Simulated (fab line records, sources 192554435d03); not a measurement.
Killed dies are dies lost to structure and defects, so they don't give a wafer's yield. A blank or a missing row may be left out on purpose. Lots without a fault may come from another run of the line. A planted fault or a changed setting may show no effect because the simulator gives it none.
Tool commonality check | flow n5_finfet | 15 lots, 45 wafers sampled

WHY IT WAS OPENED
At N5_BEOL_M4_RC_MEAS_101 the reading IOFF_P_LIN is flagged on 3 of 15 lots. Wafers without a fault read 0.093 nA/um, standard deviation 0.011.
Rule: a lot is flagged when every wafer of it that has a number lies more than 4 standard deviations from that mean, or none has a number. The other lots count as sound.

lot  | measured     | on        | IOFF_P_LIN (nA/um), wafer by wafer | flag
L372 | day 10 07:59 | prober-02 | 0.094 0.094 0.104                  |
L373 | day 10 23:08 | prober-02 | 0.095 0.090 0.090                  |
L375 | day 11 08:04 | prober-02 | 0.078 0.074 0.081                  |
L376 | day 11 20:26 | prober-02 | 0.081 0.082 0.076                  |
L377 | day 12 05:59 | prober-02 | 0.102 0.091 0.119                  |
L378 | day 12 09:15 | prober-01 | 0.108 0.106 0.112                  |
L380 | day 12 12:49 | prober-02 | 0.086 0.097 0.090                  |
L379 | day 12 13:01 | prober-01 | 0.102 0.097 0.110                  |
L383 | day 12 22:57 | prober-01 | 0.088 0.091 0.089                  |
L386 | day 14 01:35 | prober-01 | 2.056 1.931 2.157                  | FLAGGED
L388 | day 14 15:12 | prober-02 | 1.819 1.812 2.073                  | FLAGGED
L387 | day 14 15:55 | prober-01 | 2.150 1.846 2.225                  | FLAGGED
L391 | day 15 08:19 | prober-01 | 0.082 0.097 0.087                  |
L392 | day 15 11:44 | prober-02 | 0.103 0.102 0.106                  |
L393 | day 15 13:35 | prober-02 | 0.089 0.061 0.086                  |
The numbers of the flagged lots are 2.008 nA/um on average: +1.915 nA/um against the usual, or +99 or more standard deviations.

WHICH TOOL RAN EACH LOT
The record holds 2 process steps before the reading, out of a route of 1938 steps. In each cell: the tool, then ch and the chambers that the sampled wafers went through, then the start.
lot  | flag    | N5_HKMG_FIN_CVD_62                      | N5_HKMG_FIN_WET_ETCH_65
L372 |         | thermal_cvd_si-02 ch 0,2, day 4 14:55   | wet_bench-04 ch 1,2,4, day 4 15:49
L373 |         | thermal_cvd_si-01 ch 0,1, day 4 20:01   | wet_bench-02 ch 2,3,6, day 4 20:31
L375 |         | thermal_cvd_si-01 ch 1, day 5 12:18     | wet_bench-01 ch 1,3,6, day 5 13:25
L376 |         | thermal_cvd_si-02 ch 1,2, day 5 17:13   | wet_bench-01 ch 0,2,6, day 5 17:46
L377 |         | thermal_cvd_si-01 ch 1,2, day 5 23:33   | wet_bench-04 ch 0,1,2, day 5 23:58
L378 |         | thermal_cvd_si-02 ch 0,1, day 6 10:11   | wet_bench-02 ch 1,3,5, day 6 10:29
L380 |         | thermal_cvd_si-02 ch 0,2, day 6 18:34   | wet_bench-04 ch 1,4,7, day 6 18:59
L379 |         | thermal_cvd_si-01 ch 0,1,2, day 6 11:34 | wet_bench-04 ch 1,2,5, day 6 11:54
L383 |         | thermal_cvd_si-01 ch 1,2, day 7 10:40   | wet_bench-01 ch 0,1,6, day 7 11:04
L386 | FLAGGED | thermal_cvd_si-02 ch 0,1,2, day 8 03:47 | wet_bench-02 ch 2,4,7, day 8 04:09
L388 | FLAGGED | thermal_cvd_si-02 ch 0,1,2, day 8 16:26 | wet_bench-01 ch 4,6,7, day 8 16:46
L387 | FLAGGED | thermal_cvd_si-01 ch 0,1, day 8 07:55   | wet_bench-01 ch 0,1,3, day 8 08:19
L391 |         | thermal_cvd_si-01 ch 0,1, day 9 08:55   | wet_bench-02 ch 1,2,3, day 9 09:23
L392 |         | thermal_cvd_si-02 ch 1,2, day 9 21:23   | wet_bench-01 ch 3,4,5, day 9 21:42
L393 |         | thermal_cvd_si-01 ch 0,1, day 9 22:10   | wet_bench-04 ch 0,4,7, day 9 22:33
What these steps do:
- N5_HKMG_FIN_CVD_62: deposits a-Si from Si2H6, target thk 3 nm, time 20.8 s.
- N5_HKMG_FIN_WET_ETCH_65: etches a-Si in TMAH, stops on TiN, time 49 s, target depth 3 nm.
- N5_BEOL_M4_RC_MEAS_101

FLAGGED OVER TOTAL, TOOL BY TOOL (the gauges that took the reading come last)
step                    | tool              | lots run | flagged | share of the flagged lots | sound lots run after its first flagged lot
N5_HKMG_FIN_CVD_62      | thermal_cvd_si-01 | 8        | 1       | some                      | 2 (L391,L393)
N5_HKMG_FIN_CVD_62      | thermal_cvd_si-02 | 7        | 2       | some                      | 1 (L392)
N5_HKMG_FIN_WET_ETCH_65 | wet_bench-01      | 6        | 2       | some                      | 1 (L392)
N5_HKMG_FIN_WET_ETCH_65 | wet_bench-02      | 4        | 1       | some                      | 1 (L391)
N5_HKMG_FIN_WET_ETCH_65 | wet_bench-04      | 5        | 0       | none                      | -
N5_BEOL_M4_RC_MEAS_101  | prober-01         | 6        | 2       | some                      | 1 (L391)
N5_BEOL_M4_RC_MEAS_101  | prober-02         | 9        | 1       | some                      | 2 (L392,L393)

WHAT THE TABLE ALLOWS
No row of the table ran every flagged lot.

WHAT THE SIMULATOR HAD PUT IN
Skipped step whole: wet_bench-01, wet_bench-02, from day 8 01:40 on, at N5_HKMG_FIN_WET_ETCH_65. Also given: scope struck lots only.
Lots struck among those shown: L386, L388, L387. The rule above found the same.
